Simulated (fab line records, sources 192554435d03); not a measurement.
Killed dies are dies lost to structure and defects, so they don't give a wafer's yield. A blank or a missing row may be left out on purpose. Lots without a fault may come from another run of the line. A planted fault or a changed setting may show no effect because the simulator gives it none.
fab line records | flow n5_finfet
record lots=6 wafers=18 last_day=15
route steps=1938 shown BEOL_M4@1084 BEOL_M5@1112 PASSIVATION@1936
lots that met no fault: from a run of the same line without faults
start_h: hours from the record's first day to the start of the lot's first wafer shown | wait_h: hours since the lot's step before | " the same as in the row above | L1.1+2: a row that stands for several wafers | - no value, or no start given | * or withheld: withheld | < > ~ a bound
route shown NAME@n: a module of which the file shows steps, and the number in the route of the first | usual: mean/standard deviation of fault-free wafers | same: alike in all rows | chamber/n: place in a boat | sites: the reading at each site | _std_site: their standard deviation | _edge_site: outer sites' mean less inner sites' | radius_mm: how far each site lies from the wafer's centre | mask NAME#n: copy n | behind: the tool/chamber that last shaped the wafer | hold: why the lot was held/for how many hours/how that ended | device: the transistor (n, p or np) that didn't switch | end of line: the same wafers' tests at the end of the route | a step without rows: its recipe alone | killed: dies lost to structure and defects at the first sort, not the wafer's yield | map: a wafer's dies, x killed, . not, _ none there
set.NAME: the setting as run; set.NAME@STEP: as run at that earlier step | model.NAME: the simulator's own value behind a step, which no gauge read
lots at some steps of the route; a table a step, a row a wafer
services: from which hour (start_h, from the record's first day; less than 0 if before it) a tool's chamber was out of use, for how many hours, and why
## steps
# step N5_BEOL_M4_SPUTTER_48
# recipe material=Cu target_thk_a=45 temp_c=-20 chamber_pressure_pa=0.07 power_w=withheld time_s=8.29
# step N5_BEOL_M4_ANNEAL_49
# recipe temp_c=400 time_s=240 ambient=vacuum
# usual heater_power_w=795/73 susceptor_temp_C=400.01/0.22
# same time_s=240
# columns lot.wafer tool chamber start_h wait_h heater_power_w susceptor_temp_C
L981.2 pvd_sputter-02 - 163.43 0.0 714 400.16
L981.3 " - " " 687 399.80
L981.5 " - " " 809 399.70
L982.3 pvd_sputter-01 - 164.92 0.0 816 399.69
L982.5 " - " " 713 400.37
L982.6 " - " " 874 399.50
L983.1 pvd_sputter-03 - 181.04 0.0 914 399.92
L983.3 " - " " 860 400.14
L983.4 " - " " 766 399.79
L990.1 pvd_sputter-01 - 217.65 0.0 891 400.15
L990.3 " - " " 720 399.84
L990.4 " - " " 788 399.74
L993.1 pvd_sputter-01 - 241.28 0.0 903 400.04
L993.3 " - " " 730 400.02
L993.5 " - " " 907 400.20
L996.1 pvd_sputter-01 - 258.73 0.0 793 399.98
L996.3 " - " " 856 399.79
L996.5 " - " " 878 399.64
# step N5_BEOL_M4_SPUTTER_79
# recipe material=Cu target_thk_a=45 temp_c=-20 chamber_pressure_pa=0.07 power_w=withheld time_s=8.29
# step N5_BEOL_M4_ANNEAL_80
# recipe temp_c=400 time_s=240 ambient=vacuum
# step N5_BEOL_M4_SPUTTER_81
# recipe material=Cu target_thk_a=45 temp_c=-20 chamber_pressure_pa=0.07 power_w=withheld time_s=8.29
# step N5_BEOL_M4_ANNEAL_82
# recipe temp_c=400 time_s=240 ambient=vacuum
# step N5_BEOL_M4_SPUTTER_86
# recipe material=Cu target_thk_a=45 temp_c=-20 chamber_pressure_pa=0.07 power_w=withheld time_s=8.29
# step N5_BEOL_M4_ANNEAL_87
# recipe temp_c=400 time_s=240 ambient=vacuum
# step N5_BEOL_M4_SPUTTER_88
# recipe material=Cu target_thk_a=45 temp_c=-20 chamber_pressure_pa=0.07 power_w=withheld time_s=8.29
# usual susceptor_temp_C=-20.00/0.11 throttle_valve_pct=29.9/0.94
# same time_s=8.29
# columns lot.wafer tool chamber start_h wait_h susceptor_temp_C throttle_valve_pct
L981.2 pvd_sputter-02 - 164.23 0.1 -20.10 30.6
L981.3 " - " " -19.84 28.6
L981.5 " - " " -19.99 28.2
L982.3 pvd_sputter-01 - 165.72 0.1 -20.09 31.6
L982.5 " - " " -20.19 30.3
L982.6 " - " " -20.16 29.4
L983.1 pvd_sputter-03 - 181.84 0.1 -20.02 28.5
L983.3 " - " " -19.93 29.4
L983.4 " - " " -19.99 30.4
L990.1 pvd_sputter-01 - 218.45 0.1 -20.02 29.6
L990.3 " - " " -20.07 30.2
L990.4 " - " " -19.89 31.5
L993.1 pvd_sputter-01 - 242.08 0.1 -19.82 30.2
L993.3 " - " " -20.05 30.1
L993.5 " - " " -19.88 30.1
L996.1 pvd_sputter-01 - 259.53 0.1 -19.87 31.2
L996.3 " - " " -20.09 29.5
L996.5 " - " " -20.13 29.4
# step N5_BEOL_M4_ANNEAL_89
# recipe temp_c=400 time_s=240 ambient=vacuum
# step N5_BEOL_M4_SPUTTER_90
# recipe material=Cu target_thk_a=45 temp_c=-20 chamber_pressure_pa=0.07 power_w=withheld time_s=8.29
# usual susceptor_temp_C=-19.99/0.11 throttle_valve_pct=29.8/0.93
# same time_s=8.29
# columns lot.wafer tool chamber start_h wait_h susceptor_temp_C throttle_valve_pct
L981.2 pvd_sputter-02 - 164.45 0.1 -19.92 30.6
L981.3 " - " " -19.78 28.5
L981.5 " - " " -19.93 28.2
L982.3 pvd_sputter-01 - 165.94 0.1 -20.02 31.4
L982.5 " - " " -19.99 30.1
L982.6 " - " " -19.91 29.4
L983.1 pvd_sputter-03 - 182.06 0.1 -20.07 28.4
L983.3 " - " " -19.98 29.2
L983.4 " - " " -20.10 30.1
L990.1 pvd_sputter-01 - 218.67 0.1 -19.98 29.2
L990.3 " - " " -20.05 30.2
L990.4 " - " " -19.99 31.4
L993.1 pvd_sputter-01 - 242.30 0.1 -19.91 30.1
L993.3 " - " " -19.99 30.1
L993.5 " - " " -19.89 30.0
L996.1 pvd_sputter-01 - 259.75 0.1 -19.96 31.3
L996.3 " - " " -19.90 29.1
L996.5 " - " " -19.88 29.2
# step N5_BEOL_M4_ANNEAL_91
# recipe temp_c=400 time_s=240 ambient=vacuum
# step N5_BEOL_M4_SPUTTER_92
# recipe material=Cu target_thk_a=45 temp_c=-20 chamber_pressure_pa=0.07 power_w=withheld time_s=8.29
# usual susceptor_temp_C=-19.98/0.11 throttle_valve_pct=29.9/0.96
# same time_s=8.29
# columns lot.wafer tool chamber start_h wait_h susceptor_temp_C throttle_valve_pct
L981.2 pvd_sputter-02 - 164.67 0.1 -19.89 30.5
L981.3 " - " " -20.04 28.5
L981.5 " - " " -19.89 28.2
L982.3 pvd_sputter-01 - 166.16 0.1 -19.91 31.3
L982.5 " - " " -20.10 30.4
L982.6 " - " " -19.94 29.1
L983.1 pvd_sputter-03 - 182.28 0.1 -19.88 28.3
L983.3 " - " " -20.11 29.7
L983.4 " - " " -19.98 30.1
L990.1 pvd_sputter-01 - 218.89 0.1 -20.32 29.4
L990.3 " - " " -19.88 30.3
L990.4 " - " " -19.99 31.6
L993.1 pvd_sputter-01 - 242.52 0.1 -19.87 30.4
L993.3 " - " " -19.99 30.4
L993.5 " - " " -19.88 29.9
L996.1 pvd_sputter-01 - 259.97 0.1 -19.92 31.1
L996.3 " - " " -19.92 29.4
L996.5 " - " " -20.00 29.4
# step N5_BEOL_M4_ANNEAL_93
# recipe temp_c=400 time_s=240 ambient=vacuum
# step N5_BEOL_M4_SPUTTER_94
# recipe material=Cu target_thk_a=45 temp_c=-20 chamber_pressure_pa=0.07 power_w=withheld time_s=8.29
# usual susceptor_temp_C=-20.00/0.095 throttle_valve_pct=29.8/0.91
# same time_s=8.29
# columns lot.wafer tool chamber start_h wait_h susceptor_temp_C throttle_valve_pct
L981.2 pvd_sputter-02 - 164.89 0.1 -20.03 30.3
L981.3 " - " " -20.00 28.4
L981.5 " - " " -20.16 28.2
L982.3 pvd_sputter-01 - 166.38 0.1 -19.90 31.2
L982.5 " - " " -20.18 30.4
L982.6 " - " " -19.98 29.3
L983.1 pvd_sputter-03 - 182.50 0.1 -20.03 28.5
L983.3 " - " " -19.81 29.5
L983.4 " - " " -19.97 30.2
L990.1 pvd_sputter-01 - 219.11 0.1 -19.99 29.2
L990.3 " - " " -20.03 30.1
L990.4 " - " " -19.96 31.3
L993.1 pvd_sputter-01 - 242.74 0.1 -19.97 30.2
L993.3 " - " " -20.25 30.2
L993.5 " - " " -19.97 30.0
L996.1 pvd_sputter-01 - 260.19 0.1 -20.02 31.5
L996.3 " - " " -20.16 29.2
L996.5 " - " " -20.00 29.1
# step N5_BEOL_M4_ANNEAL_95
# recipe temp_c=400 time_s=240 ambient=vacuum
# step N5_BEOL_M4_SPUTTER_96
# recipe material=Cu target_thk_a=45 temp_c=-20 chamber_pressure_pa=0.07 power_w=withheld time_s=8.29
# step N5_BEOL_M4_ECD_50
# recipe material=Cu target_thk_a=3000
# step N5_BEOL_M4_ANNEAL_51
# recipe temp_c=225 time_s=90 ambient=N2
# step N5_BEOL_M4_CMP_52
# recipe stop_on=SiOC t_overpolish_s=6.8 down_force_psi=1 platen_rpm=50 clearing_platen_down_force_psi=1.5 clearing_platen_rpm=50 post_cmp_clean=cu_alkaline target_thk_nm=40 clearing_platen_pad_velocity_m_s=0.99484 pad_velocity_m_s=0.99484
# step N5_BEOL_M4_PRE_CLEAN_60
# recipe gas=NH3/H2 time_s=15 temp_c=* rf_power_w=300
# step N5_BEOL_M4_CO_CAP_55
# recipe material=Co target_thk_a=20 temp_c=200 precursor=CCTBA/H2 pressure_torr=30 time_s=102.1
# step N5_BEOL_M4_PRE_CLEAN_56
# recipe gas=NH3 time_s=15 temp_c=withheld rf_power_w=300
# step N5_BEOL_M4_DEP_57
# recipe material=SiCN target_thk_a=80 temp_c=withheld precursor=3MS/NH3 pressure_torr=3 rf_w=202 time_s=14
# step N5_BEOL_M4_RS_MEAS_58
# recipe thk_meas_gauge=four-point-probe reads=Co_of_BEOL_M4_CO_CAP_55+Cu_of_BEOL_M4_ECD_50+Co_of_BEOL_M4_CVD_47+TaN_of_BEOL_M4_ALD_84
# usual M4_RS=0.68/0.042
# columns lot.wafer tool chamber start_h wait_h M4_RS[ohm/sq]
L981.2 film_metro-01 - 166.52 0.1 0.69
L981.3 " - " " 0.70
L981.5 " - " " 0.77
L982.3 film_metro-02 - 167.68 0.1 0.67
L982.5 " - " " 0.66
L982.6 " - " " 0.63
L983.1 film_metro-01 - 183.86 0.0 0.73
L983.3 " - " " 0.61
L983.4 " - " " 0.68
L990.1 film_metro-02 - 220.38 0.1 0.63
L990.3 " - " " 0.66
L990.4 " - " " 0.75
L993.1 film_metro-02 - 244.28 0.0 0.69
L993.3 " - " " 0.71
L993.5 " - " " 0.70
L996.1 film_metro-01 - 261.47 0.0 0.61
L996.3 " - " " 0.60
L996.5 " - " " 0.62
# step N5_BEOL_M4_RC_MEAS_101
# usual DIBL_N=36.6/1.8 DIBL_P=37.1/2.1 IOFF_N=0.17/0.033 IOFF_P=0.23/0.039 ION_N=681/13 ION_P=467/8.7 SS_N=71.6/0.59 SS_P=73.4/0.63 VT_N=249/3.4 VT_P=-249/3.7
# columns lot.wafer tool chamber start_h wait_h DIBL_N[mV/V] DIBL_P[mV/V] IOFF_N[nA/um] IOFF_P[nA/um] ION_N[uA/um] ION_P[uA/um] SS_N[mV/dec] SS_P[mV/dec] VT_N[mV] VT_P[mV]
L981.2 prober-01 0 166.73 0.2 36.8 36.9 0.17 0.21 669 461 71.4 73.3 249 -251
L981.3 " 0 " " 40.0 39.3 0.24 0.25 690 469 72.8 74.0 242 -247
L981.5 " 0 " " 37.8 37.7 0.19 0.22 689 474 71.3 73.4 243 -248
L982.3 prober-02 0 168.04 0.3 34.6 36.8 0.14 0.19 661 455 71.9 73.5 253 -250
L982.5 " 0 " " 35.5 37.8 0.16 0.21 665 457 71.4 73.9 250 -250
L982.6 " 0 " " 32.8 35.0 0.13 0.17 672 462 70.4 73.0 249 -250
L983.1 prober-01 0 183.92 0.0 38.1 39.0 0.16 0.23 659 460 71.5 73.0 253 -252
L983.3 " 0 " " 35.8 37.4 0.14 0.20 675 467 71.2 73.0 251 -251
L983.4 " 0 " " 36.7 37.9 0.16 0.20 686 467 70.9 73.1 249 -251
L990.1 prober-02 0 220.43 0.0 35.6 37.3 0.14 0.19 668 462 71.7 72.8 254 -253
L990.3 " 0 " " 33.3 34.4 0.12 0.17 673 468 71.3 72.3 253 -254
L990.4 " 0 " " 37.2 39.7 0.18 0.24 691 480 72.4 73.6 248 -251
L993.1 prober-02 0 244.37 0.1 35.6 36.9 0.16 0.25 679 470 71.5 74.0 248 -245
L993.3 " 0 " " 33.0 34.5 0.12 0.21 666 470 70.5 73.2 250 -246
L993.5 " 0 " " 35.6 37.3 0.16 0.26 689 474 71.4 73.5 249 -243
L996.1 prober-02 0 261.52 0.0 37.6 38.1 0.19 0.24 685 463 72.5 74.2 250 -252
L996.3 " 0 " " 35.7 36.4 0.15 0.20 674 467 72.1 73.6 250 -250
L996.5 " 0 " " 36.8 37.5 0.17 0.23 675 463 72.3 73.0 249 -251
# step N5_BEOL_M5_ILD_DEP_00
# recipe material=SiCOH_lowk target_thk_a=1406.4 temp_c=300 precursor=DEMS/porogen pressure_torr=5 rf_w=500 time_s=25.9
# step N5_BEOL_M5_CURE_79
# recipe temp_c=385 time_s=240 ambient=He/Ar material=SiCOH_lowk
# step N5_BEOL_M5_THK_MEAS_01
# recipe reads=SiCOH_lowk_of_BEOL_M5_ILD_DEP_00
# usual M5_ILD_THK=121.1/1.4
# columns lot.wafer tool chamber start_h wait_h M5_ILD_THK[nm]
L981.2 film_metro-02 - 168.11 0.4 119.9
L981.3 " - " " 120.9
L981.5 " - " " 121.1
L982.3 film_metro-02 - 169.29 0.3 122.2
L982.5 " - " " 123.5
L982.6 " - " " 122.8
L983.1 film_metro-02 - 185.45 0.4 120.5
L983.3 " - " " 121.4
L983.4 " - " " 122.7
L990.1 film_metro-02 - 221.98 0.4 118.9
L990.3 " - " " 119.7
L990.4 " - " " 122.2
L993.1 film_metro-01 - 245.92 0.4 120.1
L993.3 " - " " 120.9
L993.5 " - " " 122.2
L996.1 film_metro-02 - 263.24 0.4 121.2
L996.3 " - " " 120.3
L996.5 " - " " 123.8
# step N5_BEOL_M5_PECVD_70
# recipe material=SiO2 target_thk_a=160 temp_c=400 precursor=TEOS/O2 pressure_torr=5.5 rf_w=450 teos_flow_sccm=53.8 gas=O2 flow_sccm=3000 time_s=18
# usual chamber_pressure_Torr=5.503/0.013 heater_power_w=713/86 showerhead_plenum_p_Torr=8.75/0.08 susceptor_temp_C=399.98/0.23 throttle_valve_pct=22.1/0.44
# same time_s=18
# columns lot.wafer tool chamber start_h wait_h chamber_pressure_Torr heater_power_w showerhead_plenum_p_Torr susceptor_temp_C throttle_valve_pct
L981.2 pecvd-01 1 168.15 0.0 5.506 805 8.77 400.16 22.2
L981.3 " 1 " " 5.522 791 8.76 400.06 22.2
L981.5 " 2 " " 5.501 801 8.71 400.36 23.5
L982.3 pecvd-02 0 169.34 0.1 5.502 712 8.87 400.07 22.4
L982.5 " 1 " " 5.493 798 8.62 399.86 21.8
L982.6 " 0 " " 5.510 716 8.86 400.30 22.1
L983.1 pecvd-02 0 185.49 0.0 5.512 613 8.87 400.12 21.7
L983.3 " 1 " " 5.514 788 8.61 399.84 22.1
L983.4 " 0 " " 5.514 615 8.86 400.04 21.9
L990.1 pecvd-01 1 222.01 0.0 5.526 704 8.79 399.96 22.2
L990.3 " 0 " " 5.508 544 8.77 400.40 22.7
L990.4 " 1 " " 5.508 707 8.80 399.60 21.8
L993.1 pecvd-03 1 245.95 0.0 5.487 590 8.76 399.51 22.0
L993.3 " 0 " " 5.519 823 8.82 399.90 21.9
L993.5 " 2 " " 5.500 714 8.75 400.15 21.5
L996.1 pecvd-01 0 263.28 0.0 5.509 595 8.74 399.62 22.4
L996.3 " 0 " " 5.485 587 8.74 399.91 22.6
L996.5 " 0 " " 5.513 603 8.73 399.74 22.6
# step N5_BEOL_M5_HM_DEP_02
# recipe material=TiN target_thk_a=200 temp_c=25 chamber_pressure_pa=0.49996
# step N5_BEOL_M5_COAT_59
# recipe resist=SOC temp_c=250 time_s=60 spin_rpm=1500 resist_thk_nm=60
# step N5_BEOL_M5_COAT_60
# recipe resist=SiARC temp_c=220 time_s=60 spin_rpm=1500 resist_thk_nm=12
# step N5_BEOL_M5_COAT_71
# recipe resist=underlayer temp_c=205 time_s=60 spin_rpm=1500 resist_thk_nm=5
# step N5_BEOL_M5_COAT_05
# recipe resist=CAR-EUV spin_rpm=1500 resist_thk_nm=30
# step N5_BEOL_M5_EBR_07
# recipe solvent=PGMEA ebr_width_mm=1.5
# step N5_BEOL_M5_SOFTBAKE_06
# recipe temp_c=110 time_s=60 resist=CAR-EUV
# step N5_BEOL_M5_EXPOSE_08
# recipe mask_id=M5 na=0.33 source_shape=annular sigma_inner=0.4 sigma_outer=0.8 polarization=unpolarized target_cd_nm=28 dose_mj=35.75
# step N5_BEOL_M5_PEB_09
# recipe peb_temp_c=100 peb_time_s=60 resist=CAR-EUV
# step N5_BEOL_M5_DEVELOP_10
# recipe develop_time_s=30 developer=TMAH resist=CAR-EUV rinse_liquid=surfactant_rinse dry=air_spin dev_temp_c=23
# step N5_PASSIVATION_PROBE_49
# usual defect_limited_yield=91.1/1.4 killed_at_M0_to_M3=32/9.4 killed_at_M4_up=14/5.1 killed_at_contacts=11/5.5 killed_at_front_end=44/13 killed_at_other=4/3.2 killed_dies=104/16 killed_open=70/12 killed_short=33/7.8 sort_bin_5_function=5.1/0.91 sort_bin_6_memory=3.4/0.63 sort_n_pass=1075/16 sort_yield_pct=91.2/1.4
# same gross_dies=1180 killed_at_back_side=0 sort_bin_4_leakage[%]=0 sort_bin_8_speed[%]=0
# columns lot.wafer tool chamber start_h wait_h defect_limited_yield[%] killed_at_M0_to_M3 killed_at_M4_up killed_at_contacts killed_at_front_end killed_at_other killed_dies killed_open killed_short sort_bin_5_function[%] sort_bin_6_memory[%] sort_n_pass sort_yield_pct[%]
L981.2 prober-01 - 264.23 0.1 92.6 16 12 14 44 1 87 55 32 4.3 2.8 1093 92.6
L981.3 prober-01 - 264.28 0.1 90.8 20 14 23 51 1 109 77 32 5.7 3.0 1071 90.8
L981.5 prober-01 - 264.38 0.2 89.8 37 16 25 40 2 120 83 37 5.8 4.1 1060 89.8
L983.1 prober-01 - 287.92 0.0 90.9 37 12 7 46 5 107 72 35 6.1 2.8 1073 90.9
L983.3 prober-01 - 288.02 0.1 90.9 41 6 5 49 6 107 77 30 5.5 3.3 1073 90.9
L983.4 prober-01 - 288.07 0.2 90.8 50 7 11 36 4 108 65 43 5.3 3.3 1072 90.8
L990.1 prober-01 - 332.03 0.0 89.4 32 9 11 65 8 125 80 43 5.3 5.0 1055 89.4
L990.3 prober-01 - 332.13 0.1 88.5 49 9 8 63 7 136 95 39 7.5 3.9 1044 88.5
L990.4 prober-01 - 332.18 0.2 88.6 24 24 6 77 4 135 101 33 6.9 4.2 1045 88.6
L993.1 prober-02 - 339.65 0.6 82.4 27 116 7 58 0 208 78 36 10.8 5.5 972 82.4
L993.3 prober-02 - 339.75 0.7 83.3 25 103 10 55 4 197 70 40 10.8 5.0 983 83.3
L993.5 prober-02 - 339.85 0.8 83.1 25 104 26 44 1 200 68 33 9.7 5.3 980 83.1
L996.1 prober-02 - 370.10 0.0 82.5 57 96 17 31 6 207 83 34 10.6 4.9 973 82.5
L996.3 prober-02 - 370.20 0.1 82.5 29 98 10 63 6 206 85 32 9.7 5.8 974 82.5
L996.5 prober-02 - 370.30 0.2 82.5 26 96 19 63 3 207 79 34 10.2 5.1 973 82.5
# killed by level:class
L981.2 MOL_CONTACT_COAG:geometric_particle:open=13 FIN_SAQP:geometric_particle:short=7 DUMMY_GATE:geometric_particle:open=6 FIN_SAQP:geometric_particle:open=5 SPACER0:geometric_particle:open=5 BEOL_M2:geometric_particle:open=5 BEOL_M0_SAQP:geometric_particle:short=5 STARTING-WAFER:geometric_particle:short=5
L981.3 MOL_CONTACT_COAG:geometric_particle:open=18 STI_FIN_REVEAL:geometric_particle:open=11 BEOL_M2:geometric_particle:open=11 FIN_SAQP:geometric_particle:open=9 FIN_SAQP:geometric_particle:short=9 DUMMY_GATE:geometric_particle:open=7 MOL_CONTACT_COAG:geometric_particle:short=5 BEOL_M4:geometric_particle:short=5
L981.5 MOL_CONTACT_COAG:geometric_particle:open=21 BEOL_M2:geometric_particle:open=13 BEOL_M0_SAQP:geometric_particle:short=8 BEOL_M4:geometric_particle:open=8 FIN_SAQP:geometric_particle:open=7 BEOL_M0_SAQP:geometric_particle:open=7 FIN_SAQP:geometric_particle:short=5 ILD0:geometric_particle:short=5
L983.1 FIN_SAQP:geometric_particle:short=12 STI_FIN_REVEAL:geometric_particle:open=10 BEOL_M0_SAQP:geometric_particle:short=9 BEOL_M0_SAQP:geometric_particle:open=8 FIN_SAQP:geometric_particle:open=7 MOL_CONTACT_COAG:geometric_particle:open=6 BEOL_M3:geometric_particle:open=6 BEOL_M4:geometric_particle:open=5
L983.3 BEOL_M3:geometric_particle:open=15 STI_FIN_REVEAL:geometric_particle:open=11 FIN_SAQP:geometric_particle:open=7 STI_FIN_REVEAL:geometric_particle:short=7 DUMMY_GATE:geometric_particle:open=7 BEOL_M1:geometric_particle:open=7 BEOL_M0_SAQP:geometric_particle:open=6 FIN_SAQP:geometric_particle:short=4
L983.4 BEOL_M3:geometric_particle:open=18 GATE_CUT:geometric_particle:short=10 BEOL_M0_SAQP:geometric_particle:open=10 FIN_SAQP:geometric_particle:short=7 MOL_CONTACT_COAG:geometric_particle:open=7 BEOL_M0_SAQP:geometric_particle:short=7 BEOL_M2:geometric_particle:open=5 BEOL_M1:geometric_particle:open=5
L990.1 STI_FIN_REVEAL:geometric_particle:open=20 FIN_SAQP:geometric_particle:open=10 MOL_CONTACT_COAG:geometric_particle:open=8 FIN_SAQP:geometric_particle:short=7 BEOL_M0_SAQP:geometric_particle:short=7 BEOL_M0_SAQP:geometric_particle:open=7 BEOL_M2:geometric_particle:open=5 BEOL_M1:geometric_particle:open=5
L990.3 STI_FIN_REVEAL:geometric_particle:open=20 FIN_SAQP:geometric_particle:open=10 BEOL_M0_SAQP:geometric_particle:open=10 BEOL_M0_SAQP:geometric_particle:short=8 BEOL_M2:geometric_particle:open=8 FIN_SAQP:geometric_particle:short=7 BEOL_M3:geometric_particle:open=7 DUMMY_GATE:geometric_particle:open=7
L990.4 STI_FIN_REVEAL:geometric_particle:open=30 BEOL_M4:geometric_particle:open=15 FIN_SAQP:geometric_particle:open=10 FIN_SAQP:geometric_particle:short=9 GATE_CUT:geometric_particle:short=6 BEOL_M2:geometric_particle:open=6 BEOL_M1:geometric_particle:open=5 STARTING-WAFER:geometric_particle:short=5
L993.1 BEOL_M4:unspecified=92 BEOL_M4:geometric_particle:open=18 FIN_SAQP:geometric_particle:short=11 STI_FIN_REVEAL:geometric_particle:open=11 FIN_SAQP:geometric_particle:open=9 GATE_CUT:geometric_particle:short=7 MOL_CONTACT_COAG:geometric_particle:open=7 STARTING-WAFER:geometric_particle:open=7
L993.3 BEOL_M4:unspecified=87 FIN_SAQP:geometric_particle:open=20 FIN_SAQP:geometric_particle:short=15 MOL_CONTACT_COAG:geometric_particle:open=8 BEOL_M2:geometric_particle:open=8 BEOL_M4:geometric_particle:open=8 BEOL_M0_SAQP:geometric_particle:short=5 STI_FIN_REVEAL:geometric_particle:open=5
L993.5 BEOL_M4:unspecified=95 MOL_CONTACT_COAG:geometric_particle:open=20 FIN_SAQP:geometric_particle:open=16 FIN_SAQP:geometric_particle:short=9 MOL_CONTACT_COAG:geometric_particle:short=6 BEOL_M3:geometric_particle:open=6 GATE_CUT:geometric_particle:short=5 BEOL_M0_SAQP:geometric_particle:open=5
L996.1 BEOL_M4:unspecified=86 BEOL_M1:geometric_particle:open=15 MOL_CONTACT_COAG:geometric_particle:open=14 BEOL_M3:geometric_particle:open=14 STI_FIN_REVEAL:geometric_particle:open=9 BEOL_M0_SAQP:geometric_particle:short=7 BEOL_M2:geometric_particle:open=6 BEOL_M0_SAQP:geometric_particle:open=5
L996.3 BEOL_M4:unspecified=86 STI_FIN_REVEAL:geometric_particle:open=28 FIN_SAQP:geometric_particle:short=10 MOL_CONTACT_COAG:geometric_particle:open=10 BEOL_M2:geometric_particle:open=10 DUMMY_GATE:geometric_particle:open=7 BEOL_M3:geometric_particle:open=5 BEOL_M4:geometric_particle:open=4
L996.5 BEOL_M4:unspecified=84 STI_FIN_REVEAL:geometric_particle:open=18 MOL_CONTACT_COAG:geometric_particle:open=16 DUMMY_GATE:geometric_particle:open=9 HKMG_FIN:area_etch=8 GATE_CUT:geometric_particle:short=7 BEOL_M1:geometric_particle:open=7 BEOL_M2:geometric_particle:open=7
# map L993.1 (x killed, . not)
_________________..x.........________________
______________......x....x..x..._____________
___________.......x........x.......__________
__________......x...x....x....x....._________
________......................x.....x._______
_______..x......................x......______
______.........x............x..........._____
_____.....x.x...........................x____
____......x.x.........x........x........x.___
___........x........x..x..............x....__
___...x.x............x............x........__
__.............x........x........xx........._
__............x..x..................x.....x._
_...............x....x.............x..x......
_............x.........x..x.x................
_..............x....x.....x..x....x..x.......
_x................x.......xx..x..........x...
_..x.......x..x.....x.........x.........x..x.
_x.x........x....x......x...............x.xx.
_...................x.x......x...............
_xx................xx....x.x........xx.......
__...........x........xx........x.x........._
__................xxx.x..x.x................_
___..x.....x..x...xxxx.xxxx...x........x...__
___x.........x....xxxxxxxxxx...............__
____....xx..x...xxxxxxxxxxxx.............x___
_____.x..x.....x.xxxxxxxxxx..x........x..____
______....x....xxxxxxxxxxxxx.x.x...x...._____
_______.x......x.xxxxxxxxxx.......x....______
________.....x....x.xx.xx.x.x........._______
__________........xxx..xx..........x_________
___________......xx...xx.xx........__________
______________.......xx..xx....._____________
_________________........x...________________
# map L996.1 (x killed, . not)
_________________....xxx.....________________
______________..............x..._____________
___________.........x....xx.....x..__________
__________.........................x_________
________........x.....x..x............_______
_______.x...x...x........x...x.........______
______...............x.x................_____
_____..............x....x..........x..x..____
____................x............x.....x..___
___......x.............x...................__
___...............x..x.x...x......x........__
__....x..........x...x....x........x........_
__..x.x..x.x......x.....x....x.x........x..._
_..x.......xx.x.x...x....x...................
_.........x............x..................x..
_.........x...x..........x.............x...x.
_...............x.....xx.......x.x.........x.
_...........................x...xx...x.......
_.xx....x.............x.......x..x.xx.xx....x
_.............x..............xxxxxxxxxxx...x.
_.............x.x.........x.xxxxxxxx..x......
__....x..x...............x.xx.xxxxxxxxx....._
__..........x......x.......xxxxxxxxxxx......_
___.........x..x........xxxx.xxxxxxxxx.....__
___x.........x............x.xxxxxxxxxx.....__
____........x...........x.x.xxxx.xxxxxx.x.___
_____x..x..................x..x.xxxx.x...____
______....x............x.....x.xx.x....._____
_______.....x.........x....x......x....______
________.x.....x.......x....x........._______
__________....x.................x..._________
___________......x.................__________
______________......x....x......_____________
_________________....xx......________________
## services
# columns tool chamber start_h hours kind
pecvd-02 - 144.81 4.3 pm
pecvd-02 - 151.90 3.1 repair
pecvd-02 1 155.82 4.2 repair
pecvd-02 2 159.37 19.2 repair
pecvd-01 0 166.16 5.5 scheduled_down
pecvd-01 0 185.12 16.5 scheduled_down
pecvd-01 0 201.62 2.1 scheduled_down
pecvd-01 2 203.75 - clean
pecvd-01 2 203.75 - consumable_replace:showerhead
pecvd-01 2 203.75 29.0 scheduled_down
pecvd-01 2 203.75 29.0 vent_cycle
pecvd-03 1 222.66 16.7 repair
pvd_sputter-03 - 233.49 3.4 repair
pecvd-01 2 259.67 5.5 scheduled_down
## key
first_sign step=N5_PASSIVATION_PROBE_49 reading=killed_at_M4_up direction=up sigmas=18 usual=14 struck=102
effect step=N5_PASSIVATION_PROBE_49 reading=defect_limited_yield direction=down sigmas=6.2 usual=91.1 struck=82.7
more_kills_born_at N5_BEOL_M4_SPUTTER_92@pvd_sputter-01=530
met_at N5_BEOL_M4_SPUTTER_92
struck_wafers L993.1,L993.3,L993.5,L996.1,L996.3,L996.5
onset_between 218.89 242.52
also_fits time
fault kind=chamber_particle_source tool=pvd_sputter-01 chamber=- onset_h=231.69 steps=N5_BEOL_M4_SPUTTER_92 rate_per_visit_cm2=0.39125 end_h=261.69
